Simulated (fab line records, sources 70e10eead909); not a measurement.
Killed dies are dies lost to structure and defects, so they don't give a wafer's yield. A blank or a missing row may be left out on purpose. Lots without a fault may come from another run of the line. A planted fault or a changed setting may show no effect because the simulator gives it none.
fab line records | flow nand_harc
record lots=7 wafers=21 last_day=34
route steps=1302 shown A_BLC@1109
lots that met no fault: from a run of the same line without faults
start_h: hours from the record's first day to the start of the lot's first wafer shown | wait_h: hours since the lot's step before | " the same as in the row above | L1.1+2: a row that stands for several wafers | - no value, or no start given | * or withheld: withheld | < > ~ a bound
route shown NAME@n: a module of which the file shows steps, and the number in the route of the first | usual: mean/standard deviation of fault-free wafers | same: alike in all rows | chamber/n: place in a boat | sites: the reading at each site | _std_site: their standard deviation | _edge_site: outer sites' mean less inner sites' | radius_mm: how far each site lies from the wafer's centre | mask NAME#n: copy n | behind: the tool/chamber that last shaped the wafer | hold: why the lot was held/for how many hours/how that ended | device: the transistor (n, p or np) that didn't switch | end of line: the same wafers' tests at the end of the route | a step without rows: its recipe alone | killed: dies lost to structure and defects at the first sort, not the wafer's yield | map: a wafer's dies, x killed, . not, _ none there
set.NAME: the setting as run; set.NAME@STEP: as run at that earlier step | model.NAME: the simulator's own value behind a step, which no gauge read
lots at some steps of the route; a table a step, a row a wafer
services: from which hour (start_h, from the record's first day; less than 0 if before it) a tool's chamber was out of use, for how many hours, and why
## steps
# step NHARC_A_BLC_COAT_02
# recipe temp_c=260 time_s=75
# step NHARC_A_BLC_COAT_03
# recipe temp_c=225 time_s=65
# step NHARC_A_BLC_COAT_04
# recipe spin_rpm=1500 resist_thk_nm=90
# step NHARC_A_BLC_SOFTBAKE_05
# recipe temp_c=105 time_s=55
# step NHARC_A_BLC_EBR_06
# step NHARC_A_BLC_EXPOSE_07
# recipe na=1.35 target_cd_nm=100 dose_mj=67.97 mask_id=A_BLC
# step NHARC_A_BLC_PEB_08
# recipe peb_temp_c=100 peb_time_s=65
# step NHARC_A_BLC_DEVELOP_09
# recipe develop_time_s=35 dev_temp_c=23
# step NHARC_A_BLC_CD_MEAS_10
# recipe target_cd_nm=100 landing_energy_ev=500
# usual cd_nm=99.8/0.71
# columns lot.wafer tool chamber start_h wait_h cd_nm
L283.1 cd_sem-01 0 531.82 - 99.9
L283.2 " 0 " " 99.6
L283.3 " 0 " " 100.3
L289.1 cd_sem-03 0 579.98 - 99.7
L289.4 " 0 " " 99.4
L289.5 " 0 " " 100.6
L295.2 cd_sem-02 0 662.17 - 100.6
L295.3 " 0 " " 100.2
L295.4 " 0 " " 100.5
L296.1 cd_sem-02 0 666.10 - 98.4
L296.2 " 0 " " 99.0
L296.4 " 0 " " 99.6
L297.1 cd_sem-03 0 666.25 - 100.8
L297.4 " 0 " " 101.3
L297.6 " 0 " " 100.2
L302.1 cd_sem-01 0 710.79 - 99.9
L302.2 " 0 " " 99.8
L302.6 " 0 " " 100.2
L305.1 cd_sem-01 0 763.48 - 99.3
L305.2 " 0 " " 99.5
L305.3 " 0 " " 99.5
# step NHARC_A_BLC_OVL_MEAS_11
# usual overlay_x_nm=0.2/0.67 overlay_y_nm=0.2/0.73
# columns lot.wafer tool chamber start_h wait_h overlay_x_nm overlay_y_nm
L283.1 overlay-02 - 531.90 - -0.6 0.1
L283.2 " - " " 0.1 -0.5
L283.3 " - " " -0.4 0.1
L289.1 overlay-01 - 580.07 - 0.5 -0.1
L289.4 " - " " 0.6 0.4
L289.5 " - " " 0.6 0.2
L295.2 overlay-01 - 662.27 - 0.8 -1.0
L295.3 " - " " 0.6 -1.2
L295.4 " - " " -0.1 -1.2
L296.1 overlay-02 - 666.19 - 1.3 0.0
L296.2 " - " " 1.3 0.3
L296.4 " - " " 0.9 0.3
L297.1 overlay-01 - 666.34 - 0.2 1.4
L297.4 " - " " -0.5 1.4
L297.6 " - " " 0.1 1.6
L302.1 overlay-01 - 710.88 - -1.4 -1.1
L302.2 " - " " -1.2 -0.8
L302.6 " - " " -1.1 -1.4
L305.1 overlay-01 - 763.57 - 0.3 0.4
L305.2 " - " " 0.4 0.5
L305.3 " - " " 1.1 0.4
# step NHARC_A_BLC_INSPECT_12
# usual raw_defect_count=81/34
# columns lot.wafer tool chamber start_h wait_h raw_defect_count
L283.1 defect_inspect-02 - 531.94 0.0 86
L283.2 " - " " 102
L283.3 " - " " 101
L289.1 defect_inspect-01 - 580.10 0.0 100
L289.4 " - " " 113
L289.5 " - " " 122
L295.2 defect_inspect-01 - 662.31 0.0 42
L295.3 " - " " 59
L295.4 " - " " 53
L296.1 defect_inspect-01 - 666.22 0.0 29
L296.2 " - " " 31
L296.4 " - " " 23
L297.1 defect_inspect-02 - 666.37 0.0 162
L297.4 " - " " 152
L297.6 " - " " 154
L302.1 defect_inspect-02 - 710.92 0.0 88
L302.2 " - " " 100
L302.6 " - " " 96
L305.1 defect_inspect-01 - 763.60 0.0 83
L305.2 " - " " 83
L305.3 " - " " 65
# step NHARC_A_BLC_DESCUM_15
# recipe time_s=3 o2_flow_sccm=200 ar_flow_sccm=0 bias_power_w=0 chemistry=O2
# usual drypump_motor_current_A=5.5/0.48 oes_product_au=1.000/0.0099 rf_vpp_V=57.6/0.87 showerhead_plenum_p_Torr=1.87/0.077 throttle_valve_pct=11.311/0.0087
# columns lot.wafer tool chamber start_h wait_h drypump_motor_current_A oes_product_au rf_hours_counter_h rf_vpp_V showerhead_plenum_p_Torr throttle_valve_pct
L283.1 rie_diel-07 3 532.00 0.1 5.9 0.983 2 58.0 1.80 11.314
L283.2 " 1 " " 4.6 0.998 2 58.2 1.78 11.317
L283.3 " 2 " " 5.3 1.008 2 57.4 1.94 11.311
L289.4 rie_diel-05 0 580.17 0.1 5.3 0.993 15 58.8 1.99 11.314
L289.1 " 2 " " 6.3 1.009 14 57.5 1.79 11.325
L289.5 " 3 " " 5.2 0.988 - 57.9 1.90 11.313
L295.4 rie_diel-05 0 662.38 0.1 5.3 1.001 6 58.8 1.99 11.318
L295.2 " 1 " " 5.5 0.985 6 56.9 1.82 11.317
L295.3 " 2 " " 6.3 0.992 6 57.8 1.79 11.323
L296.2 rie_diel-05 0 666.30 0.1 5.3 0.987 7 58.6 1.99 11.303
L296.4 " 1 " " 5.5 0.997 7 58.2 1.81 11.299
L296.1 " 2 " " 6.3 0.998 7 57.2 1.79 11.313
L297.1 rie_diel-05 0 666.45 0.1 5.3 1.002 7 58.4 1.99 11.323
L297.4 " 2 " " 6.3 0.999 7 55.7 1.79 11.319
L297.6 " 3 " " 5.2 0.987 - 57.0 1.90 11.300
L302.2 rie_diel-07 3 710.99 0.1 5.9 1.000 2 58.8 1.80 11.310
L302.1 " 0 " " 5.8 1.016 2 56.2 1.91 11.314
L302.6 " 2 " " 5.4 1.011 - 58.6 1.93 11.315
L305.2 rie_diel-07 3 763.67 0.1 5.9 0.997 6 58.0 1.80 11.321
L305.1 " 0 " " 5.8 1.010 6 57.4 1.91 11.303
L305.3 " 1 " " 4.6 1.004 6 57.8 1.78 11.316
# step NHARC_A_BLC_ETCH_16
# recipe target_depth_a=390 over_etch_frac=0.3 time_s=65 ion_energy_ev=80 cf4_flow_sccm=150 ar_flow_sccm=0 rf_w=300 bias_w=100 chemistry=CF4
# usual drypump_motor_current_A=5.6/0.48 oes_product_au=1.001/0.0096 rf_fwd_power_W=297.0/1.1 rf_vpp_V=150.8/1.2 run_length_s=86.3/0.4 showerhead_plenum_p_Torr=1.73/0.066 throttle_valve_pct=13.285/0.01
# columns lot.wafer tool chamber start_h wait_h drypump_motor_current_A oes_product_au rf_fwd_power_W rf_hours_counter_h rf_vpp_V run_length_s showerhead_plenum_p_Torr throttle_valve_pct
L283.1 rie_diel-07 3 532.09 0.1 5.9 1.008 295.4 2 149.1 86.4 1.67 13.289
L283.3 " 0 " " 5.8 1.013 298.0 2 151.4 86.1 1.77 13.282
L283.2 " 1 " " 4.6 1.000 298.0 2 149.6 86.9 1.65 13.266
L289.1 rie_diel-05 3 580.25 0.1 5.2 0.992 296.9 10 150.0 85.8 1.76 13.284
L289.4 " 1 " " 5.5 1.000 297.1 15 149.6 86.8 1.69 13.291
L289.5 " 3 " " 5.2 0.997 297.6 - 150.0 85.8 1.76 13.296
L295.3 rie_diel-05 2 662.46 0.1 6.3 0.993 297.2 6 148.9 85.8 1.66 13.282
L295.2 " 0 " " 5.3 0.977 - 6 152.0 72.3 1.84 13.311
L295.4 " 1 " " 5.5 0.988 298.5 6 150.0 86.5 1.68 13.285
L296.2 rie_diel-05 2 666.39 0.1 6.3 0.994 296.2 7 149.9 86.0 1.66 13.290
L296.1 " 3 " " 5.2 0.988 297.9 7 152.2 86.1 1.76 13.277
L296.4 " 0 " " 5.3 0.992 - 7 150.7 72.3 1.84 13.271
L297.1 rie_diel-05 0 666.76 0.3 5.3 1.001 - 7 153.9 72.5 1.84 13.281
L297.4 " 2 " " 6.3 0.995 296.5 7 149.0 86.2 1.66 13.291
L297.6 " 3 " " 5.2 0.996 295.6 - 152.4 85.7 1.76 13.306
L302.1 rie_diel-07 2 711.06 0.1 5.4 1.020 295.1 2 149.6 86.5 1.78 13.293
L302.2 " 0 " " 5.8 1.001 298.3 2 151.2 86.3 1.77 13.292
L302.6 " 2 " " 5.4 1.027 293.6 - 151.6 86.0 1.79 13.303
L305.3 rie_diel-07 1 763.76 0.1 4.6 1.000 297.3 6 148.7 86.4 1.65 13.288
L305.2 " 2 " " 5.3 1.005 296.6 6 150.6 86.0 1.78 13.281
L305.1 " 3 " " 6.0 1.008 295.1 6 149.5 86.4 1.67 13.280
# step NHARC_A_BLC_ETCH_17
# recipe target_depth_a=3900 over_etch_frac=0.25 time_s=609.38 ion_energy_ev=200 n2_flow_sccm=150 h2_flow_sccm=150 ar_flow_sccm=0 rf_w=400 bias_w=150 chemistry=N2/H2
# usual drypump_motor_current_A=5.6/0.48 oes_product_au=1.000/0.008 rf_fwd_power_W=399.4/1.3 rf_vpp_V=429.3/2.4 run_length_s=630.6/0.41 showerhead_plenum_p_Torr=1.99/0.082 throttle_valve_pct=14.172/0.0092
# columns lot.wafer tool chamber start_h wait_h drypump_motor_current_A oes_product_au rf_fwd_power_W rf_hours_counter_h rf_vpp_V run_length_s showerhead_plenum_p_Torr throttle_valve_pct
L283.3 rie_diel-07 0 - - 5.8 1.006 398.8 2 430.5 630.1 2.04 14.170
L283.1 " 1 " " 4.7 0.996 401.3 2 425.5 631.2 1.89 14.152
L283.2 " 3 " " 5.9 0.985 400.7 2 428.6 631.0 1.92 14.159
L289.1 rie_diel-05 3 - - 5.2 0.991 399.5 10 430.6 630.3 2.03 14.167
L289.4 " 1 " " 5.5 1.008 399.1 15 427.7 630.9 1.94 14.174
L289.5 " 2 " " 6.3 1.005 400.3 - 425.7 630.5 1.91 14.174
L295.4 rie_diel-05 0 - - 5.3 1.009 401.2 6 433.6 631.0 2.13 14.187
L295.2 " 1 " " 5.5 1.004 399.0 7 429.1 630.9 1.93 14.183
L295.3 " 2 " " 6.3 0.998 398.0 6 427.5 630.2 1.91 14.162
L296.1 rie_diel-05 0 - - 5.3 1.004 399.8 7 433.6 630.8 2.13 14.183
L296.4 " 1 " " 5.5 0.997 399.4 8 429.4 631.3 1.93 14.178
L296.2 " 2 " " 6.3 0.997 399.9 7 424.9 630.4 1.91 14.182
L297.1 rie_diel-05 0 - - 5.3 0.998 398.8 7 432.6 631.3 2.13 14.165
L297.4 " 1 " " 5.5 0.995 400.3 8 427.1 631.3 1.93 14.164
L297.6 " 3 " " 5.2 0.987 398.7 - 429.2 630.5 2.02 14.183
L302.1 rie_diel-07 3 - - 5.9 1.001 398.8 2 426.3 630.6 1.91 14.180
L302.2 " 0 " " 5.8 1.006 399.1 3 430.2 629.9 2.04 14.159
L302.6 " 0 " " 5.8 0.999 399.7 - 429.8 629.9 2.04 14.185
L305.2 rie_diel-07 2 - - 5.4 1.011 400.7 6 431.0 630.7 2.06 14.175
L305.3 " 3 " " 5.9 0.994 397.5 6 427.6 630.6 1.91 14.181
L305.1 " 1 " " 4.7 0.998 400.1 6 425.0 631.2 1.89 14.181
## services
# columns tool chamber start_h hours kind
rie_diel-05 0 513.69 - clean
rie_diel-05 1 513.69 - clean
rie_diel-05 2 513.69 - clean
rie_diel-05 3 513.69 - clean
rie_diel-05 0 538.19 - clean
rie_diel-05 1 538.19 - clean
rie_diel-05 2 538.19 - clean
rie_diel-05 3 538.19 - clean
rie_diel-05 - 561.09 17.3 repair
rie_diel-05 - 583.60 9.0 pm
rie_diel-05 0 583.60 9.0 vent_cycle
rie_diel-05 1 583.60 9.0 vent_cycle
rie_diel-05 2 583.60 9.0 vent_cycle
rie_diel-05 3 583.60 9.0 vent_cycle
rie_diel-05 0 592.60 - clean
rie_diel-05 1 592.60 - clean
rie_diel-05 2 592.60 - clean
rie_diel-05 3 592.60 - clean
rie_diel-05 0 600.35 1.7 repair
rie_diel-07 3 656.18 17.5 repair
rie_diel-07 - 660.18 9.0 pm
rie_diel-05 0 672.71 16.1 repair
rie_diel-07 - 703.64 0.4 repair
rie_diel-05 - 760.60 9.0 pm
## key
first_sign step=NHARC_A_BLC_ETCH_16 reading=run_length_s direction=down sigmas=35 usual=* struck=*
effect none on later readings
met_at NHARC_A_BLC_ETCH_16
struck_wafers L295.2,L296.4,L297.1
tester_left_out L295,L296,L297
fault kind=process_parameter_drift tool=rie_diel-05 chamber=0 onset_h=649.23 steps=NHARC_A_BLC_ETCH_16 channel=time_s offset=* shape=step end_h=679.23 acts_in=* stated=*
# tester_left_out: of these lots the tester's yield and bins aren't shown, on N5 and GAA mostly nor the transistor test; their killed dies are dies lost to structure and defects alone, not to doping, threshold or leakage, so they don't give the yield
